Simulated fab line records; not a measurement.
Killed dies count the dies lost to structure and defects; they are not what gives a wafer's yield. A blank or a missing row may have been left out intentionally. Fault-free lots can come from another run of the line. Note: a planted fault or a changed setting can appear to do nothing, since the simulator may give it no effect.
What tool caused it?	flow n5Finfet	Sampling: 24 lots, 72 wafers, 6 of 1938 route steps

WHAT THE GAUGES SHOWED, per wafer
N5_STI_FIN_REVEAL_FIN_H_MEAS_10.
lot	measured	on	trenchDepthNm (nm)
L074	day 2 17:20	ocd-01	52.2 52.2 52.5
L075	day 2 19:55	ocd-01	51.6 51.3 51.3
L076	day 3 02:30	ocd-01	50.7 51.2 50.8
L077	day 3 08:49	ocd-02	50.8 51.8 52.9
L078	day 3 14:10	ocd-01	52.0 50.6 51.0
L079	day 3 20:45	ocd-01	51.8 50.2 50.5
L080	day 4 02:36	ocd-02	51.2 50.1 50.4
L081	day 4 08:06	ocd-02	52.6 51.4 51.9
L082	day 4 12:18	ocd-01	52.9 52.8 51.1
L083	day 4 21:37	ocd-02	51.9 51.8 51.5
L084	day 5 02:40	ocd-01	51.2 51.1 51.3
L085	day 5 13:30	ocd-01	52.2 53.0 51.9
L086	day 5 20:20	ocd-01	53.3 51.1 52.3
L087	day 6 00:51	ocd-01	52.1 51.9 52.6
L088	day 6 05:31	ocd-01	52.9 51.7 52.3
L089	day 6 09:23	ocd-02	51.6 51.7 52.1
L090	day 6 14:11	ocd-01	52.0 52.2 51.2
L091	day 6 20:08	ocd-02	51.9 53.0 52.6
L092	day 7 01:15	ocd-02	51.0 50.9 52.1
L093	day 7 10:16	ocd-02	51.6 51.3 51.6
L094	day 7 15:13	ocd-02	52.2 52.3 51.9
L095	day 7 21:42	ocd-01	52.1 52.0 51.6
L096	day 8 01:59	ocd-01	53.3 52.1 51.8
L097	day 8 11:16	ocd-01	52.7 50.6 52.5

N5_DUMMY_GATE_OVL_MEAS_16.
lot	measured	on	GATE_OVL (nm)
L074	day 3 01:58	overlay-01	0.7 -0.1 -0.2
L075	day 3 04:34	overlay-02	-0.7 -0.2 -0.1
L076	day 3 11:32	overlay-01	-0.5 -0.2 -0.2
L077	day 3 17:26	overlay-02	-0.1 0.4 0.0
L078	day 3 23:11	overlay-01	0.8 -0.8 0.4
L079	day 4 05:22	overlay-02	0.4 -0.1 0.3
L080	day 4 11:47	overlay-02	0.6 -1.2 0.3
L081	day 4 16:46	overlay-02	-0.2 1.1 0.1
L082	day 4 21:03	overlay-01	1.1 0.1 0.5
L083	day 5 09:49	overlay-01	1.1 0.2 -0.2
L084	day 5 15:35	overlay-01	0.5 -0.3 -0.2
L085	day 6 01:09	overlay-01	-0.1 0.7 0.0
L086	day 6 05:10	overlay-02	-0.7 -0.5 0.7
L087	day 6 09:36	overlay-02	0.6 0.1 -0.5
L088	day 6 16:14	overlay-01	-0.5 0.1 -0.4
L089	day 6 18:01	overlay-02	0.9 -0.1 0.7
L090	day 7 02:02	overlay-02	-0.3 0.1 -0.2
L091	day 7 04:50	overlay-02	0.4 0.1 0.6
L092	day 7 13:50	overlay-01	-0.5 -0.5 0.3
L093	day 7 18:54	overlay-01	0.5 -0.4 0.8
L094	day 8 00:13	overlay-02	1.1 0.0 -0.6
L095	day 8 06:26	overlay-02	0.5 -0.5 0.0
L096	day 8 10:52	overlay-01	0.4 -0.8 -0.3
L097	day 8 21:52	overlay-01	-0.5 0.8 -0.5

N5_DUMMY_GATE_CD_MEAS_24: the cd target is 15 nm.
lot	measured	on	cdNm (nm)
L074	day 3 02:55	cdSem-03	15.1 14.9 15.5
L075	day 3 05:35	cdSem-03	14.8 15.7 15.9
L076	day 3 12:29	cdSem-01	14.7 14.1 15.1
L077	day 3 18:25	cdSem-01	15.7 15.7 15.4
L078	day 4 00:20	cdSem-01	15.6 15.3 15.8
L079	day 4 06:22	cdSem-03	15.3 15.2 15.1
L080	day 4 12:45	cdSem-01	15.0 14.7 14.6
L081	day 4 17:43	cdSem-02	15.2 14.6 15.3
L082	day 4 22:08	cdSem-02	14.6 15.0 14.2
L083	day 5 10:47	cdSem-03	15.2 14.9 14.7
L084	day 5 16:47	cdSem-02	15.3 14.7 14.9
L085	day 6 02:08	cdSem-02	14.9 14.6 14.7
L086	day 6 06:13	cdSem-01	15.2 15.4 15.0
L087	day 6 10:38	cdSem-01	15.5 16.0 15.3
L088	day 6 17:36	cdSem-02	15.7 15.0 15.8
L089	day 6 19:19	cdSem-01	15.4 14.6 15.1
L090	day 7 03:04	cdSem-02	15.2 14.8 15.2
L091	day 7 06:05	cdSem-01	14.5 15.5 15.4
L092	day 7 14:52	cdSem-01	15.1 14.7 14.4
L093	day 7 19:52	cdSem-03	14.3 15.6 14.8
L094	day 8 01:13	cdSem-01	15.4 15.5 14.9
L095	day 8 07:44	cdSem-02	15.1 14.8 14.5
L096	day 8 11:49	cdSem-02	15.4 15.5 14.9
L097	day 8 22:55	cdSem-03	14.9 15.7 14.9

EACH LOT AND THE TOOL THAT RAN IT (in order: tool; ch and the chambers of the sampled wafers; start)
lot	N5_STI_FIN_REVEAL_RECESS_09	N5_STI_FIN_REVEAL_OXIDATION_33	N5_DUMMY_GATE_ETCH_32
L074	vaporEtch-01 ch 0,1, day 2 15:10	plasmaAsher-01 ch 0,1, day 2 17:09	rieSi-03 ch 1,2, day 3 02:42
L075	vaporEtch-01 ch 0,1, day 2 17:11	plasmaAsher-02 ch 1, day 2 19:44	rieSi-03 ch 0,1,2, day 3 05:23
L076	vaporEtch-01 ch 0,1, day 3 00:19	plasmaAsher-02 ch 0,1, day 3 02:19	rieSi-04 ch 0,2, day 3 12:17
L077	vaporEtch-02 ch 0,1, day 3 06:07	plasmaAsher-01 ch 0,1, day 3 08:37	rieSi-04 ch 2,3, day 3 18:13
L078	vaporEtch-02 ch 0,1, day 3 11:57	plasmaAsher-02 ch 0,1, day 3 13:59	rieSi-04 ch 2,3, day 4 00:08
L079	vaporEtch-02 ch 0,1, day 3 17:35	plasmaAsher-02 ch 0,1, day 3 20:31	rieSi-04 ch 0,2,3, day 4 06:10
L080	vaporEtch-02 ch 0,1, day 3 23:53	plasmaAsher-01 ch 0,1, day 4 02:24	rieSi-04 ch 0,2,3, day 4 12:32
L081	vaporEtch-01 ch 0, day 4 04:52	plasmaAsher-02 ch 0, day 4 07:55	rieSi-03 ch 0,2,3, day 4 17:31
L082	vaporEtch-02 ch 0,1, day 4 09:34	plasmaAsher-01 ch 0,1, day 4 12:07	rieSi-02 ch 0,2,3, day 4 21:56
L083	vaporEtch-01 ch 0,1, day 4 18:52	plasmaAsher-02 ch 0,1, day 4 21:25	rieSi-02 ch 0,1,2, day 5 10:35
L084	vaporEtch-01 ch 0,1, day 4 23:50	plasmaAsher-01 ch 0,1, day 5 02:23	rieSi-04 ch 1,2,3, day 5 16:35
L085	vaporEtch-02 ch 0,1, day 5 10:31	plasmaAsher-01 ch 0,1, day 5 13:18	rieSi-02 ch 0,1,2, day 6 01:56
L086	vaporEtch-01 ch 0,1, day 5 17:53	plasmaAsher-02 ch 0,1, day 5 20:09	rieSi-02 ch 0,1,2, day 6 06:01
L087	vaporEtch-01 ch 1, day 5 21:51	plasmaAsher-01 ch 0, day 6 00:37	rieSi-02 ch 0,2,3, day 6 10:26
L088	vaporEtch-02 ch 0,1, day 6 02:33	plasmaAsher-01 ch 0,1, day 6 05:19	rieSi-02 ch 0,1,2, day 6 17:24
L089	vaporEtch-01 ch 0,1, day 6 06:41	plasmaAsher-02 ch 0,1, day 6 09:11	rieSi-02 ch 1,2,3, day 6 19:07
L090	vaporEtch-01 ch 0,1, day 6 11:14	plasmaAsher-02 ch 0,1, day 6 13:59	rieSi-03 ch 0,1,2, day 7 02:52
L091	vaporEtch-02 ch 0,1, day 6 17:43	plasmaAsher-02 ch 0,1, day 6 19:58	rieSi-03 ch 0,2,3, day 7 05:52
L092	vaporEtch-01 ch 0,1, day 6 23:05	plasmaAsher-02 ch 0,1, day 7 01:04	rieSi-04 ch 0,1,3, day 7 14:39
L093	vaporEtch-02 ch 0,1, day 7 07:33	plasmaAsher-02 ch 0,1, day 7 10:04	rieSi-04 ch 1,2,3, day 7 19:40
L094	vaporEtch-01 ch 0,1, day 7 12:31	plasmaAsher-01 ch 0,1, day 7 15:01	rieSi-02 ch 0,1,3, day 8 01:01
L095	vaporEtch-01 ch 0,1, day 7 19:00	plasmaAsher-02 ch 0,1, day 7 21:31	rieSi-03 ch 0,2,3, day 8 07:32
L096	vaporEtch-02 ch 0,1, day 7 23:48	plasmaAsher-01 ch 0,1, day 8 01:48	rieSi-02 ch 0,2,3, day 8 11:37
L097	vaporEtch-02 ch 1, day 8 08:32	plasmaAsher-02 ch 0,1, day 8 11:04	rieSi-03 ch 0,1,2, day 8 22:43
- N5_STI_FIN_REVEAL_RECESS_09: chemistry HF/NH3, target SiO2, afs cycles 11, target depth 42.5 nm, sublimation time 60 s.
- N5_STI_FIN_REVEAL_OXIDATION_33: chemistry O2 PLASMA REMOTE, time 20 s.
- N5_DUMMY_GATE_ETCH_32: etches SiO2 in CF4, target depth 3.5 nm, time 3.9 s.

WHAT THE TOOLS THEMSELVES READ (means of the sampled wafers that have a number; where no wafer has one, the mark that the record gives instead)
N5_STI_FIN_REVEAL_RECESS_09.
lot	tool	drypumpMotorCurrentA (A)
L074	vaporEtch-01	5.9
L075	vaporEtch-01	5.6
L076	vaporEtch-01	5.6
L077	vaporEtch-02	5.5
L078	vaporEtch-02	5.5
L079	vaporEtch-02	5.4
L080	vaporEtch-02	5.5
L081	vaporEtch-01	5.2
L082	vaporEtch-02	5.4
L083	vaporEtch-01	5.9
L084	vaporEtch-01	5.9
L085	vaporEtch-02	5.3
L086	vaporEtch-01	5.6
L087	vaporEtch-01	6.3
L088	vaporEtch-02	5.4
L089	vaporEtch-01	5.6
L090	vaporEtch-01	5.9
L091	vaporEtch-02	5.4
L092	vaporEtch-01	5.9
L093	vaporEtch-02	5.4
L094	vaporEtch-01	5.9
L095	vaporEtch-01	5.6
L096	vaporEtch-02	5.3
L097	vaporEtch-02	5.7

N5_STI_FIN_REVEAL_OXIDATION_33.
lot	tool	chamberPressureMTorr (mTorr)	drypumpMotorCurrentA (A)	heaterPowerW (W)
L074	plasmaAsher-01	999.5	5.5	139
L075	plasmaAsher-02	1000.1	5.3	143
L076	plasmaAsher-02	1000.6	5.7	142
L077	plasmaAsher-01	1000.0	5.5	136
L078	plasmaAsher-02	1000.6	6.0	144
L079	plasmaAsher-02	999.1	6.0	145
L080	plasmaAsher-01	1000.8	5.3	139
L081	plasmaAsher-02	999.7	6.4	145
L082	plasmaAsher-01	999.8	5.5	137
L083	plasmaAsher-02	1000.0	5.7	146
L084	plasmaAsher-01	999.6	5.5	137
L085	plasmaAsher-01	999.1	5.5	138
L086	plasmaAsher-02	999.4	5.7	144
L087	plasmaAsher-01	998.8	5.0	138
L088	plasmaAsher-01	999.6	5.3	140
L089	plasmaAsher-02	999.4	5.6	147
L090	plasmaAsher-02	999.5	5.7	143
L091	plasmaAsher-02	1000.1	5.7	147
L092	plasmaAsher-02	999.9	5.7	142
L093	plasmaAsher-02	999.3	6.0	143
L094	plasmaAsher-01	1001.0	5.5	139
L095	plasmaAsher-02	1000.3	5.7	142
L096	plasmaAsher-01	1000.1	5.3	138
L097	plasmaAsher-02	999.9	5.7	144

N5_DUMMY_GATE_ETCH_32.
lot	tool	chamberPressureMTorr (mTorr)	drypumpMotorCurrentA (A)	oesProductAu (a.u.)	throttleValvePct (%)
L074	rieSi-03	9.998	5.53	0.988	21.90
L075	rieSi-03	10.001	5.69	0.994	21.68
L076	rieSi-04	10.006	5.80	0.981	22.00
L077	rieSi-04	10.005	5.71	0.988	22.12
L078	rieSi-04	9.994	5.61	0.993	22.06
L079	rieSi-04	10.003	5.90	0.986	22.08
L080	rieSi-04	10.002	5.90	0.986	22.08
L081	rieSi-03	10.006	5.85	0.989	21.70
L082	rieSi-02	10.002	6.16	0.976	21.77
L083	rieSi-02	10.008	6.11	0.987	21.95
L084	rieSi-04	10.000	5.77	0.996	22.01
L085	rieSi-02	10.005	6.10	0.982	21.95
L086	rieSi-02	10.002	6.11	0.991	21.95
L087	rieSi-02	10.004	6.16	0.983	21.78
L088	rieSi-02	10.003	6.11	0.991	21.94
L089	rieSi-02	9.997	6.03	0.987	21.78
L090	rieSi-03	10.009	5.67	0.999	21.68
L091	rieSi-03	9.999	5.86	0.997	21.70
L092	rieSi-04	10.002	6.07	0.993	22.00
L093	rieSi-04	9.994	5.78	0.991	22.00
L094	rieSi-02	9.992	6.21	0.971	21.74
L095	rieSi-03	10.002	5.87	0.996	21.69
L096	rieSi-02	9.997	6.15	0.974	21.78
L097	rieSi-03	9.989	5.70	0.992	21.68

THE ANSWER, worked out from the rows above alone
Rule: usual is defined by the lots themselves. The widest of any qualifying gaps counts: lots, ordered by their means at a reading, are off when they make up no more than a third of the lots, leave a main group of 4 or more, and stand apart from it by 3 or more times the standard deviation of that group's means. Not used: any main group whose means are identical at the precision the tables above print for the reading. Also off: a lot with no number at a reading for which 4 or more lots have one. Where the step has rows for the other lots, those lots are counted as sound. The gauges are gone through in route order, then the tools' own readings, and for those a lot's mean is taken as printed above. The first step at which some lot is off is used, and at that step the reading that is off furthest; a lot without a number counts as furthest.
None of the lots is off at any reading shown; this tells nothing.

WHAT THE SIMULATOR HAD PUT IN
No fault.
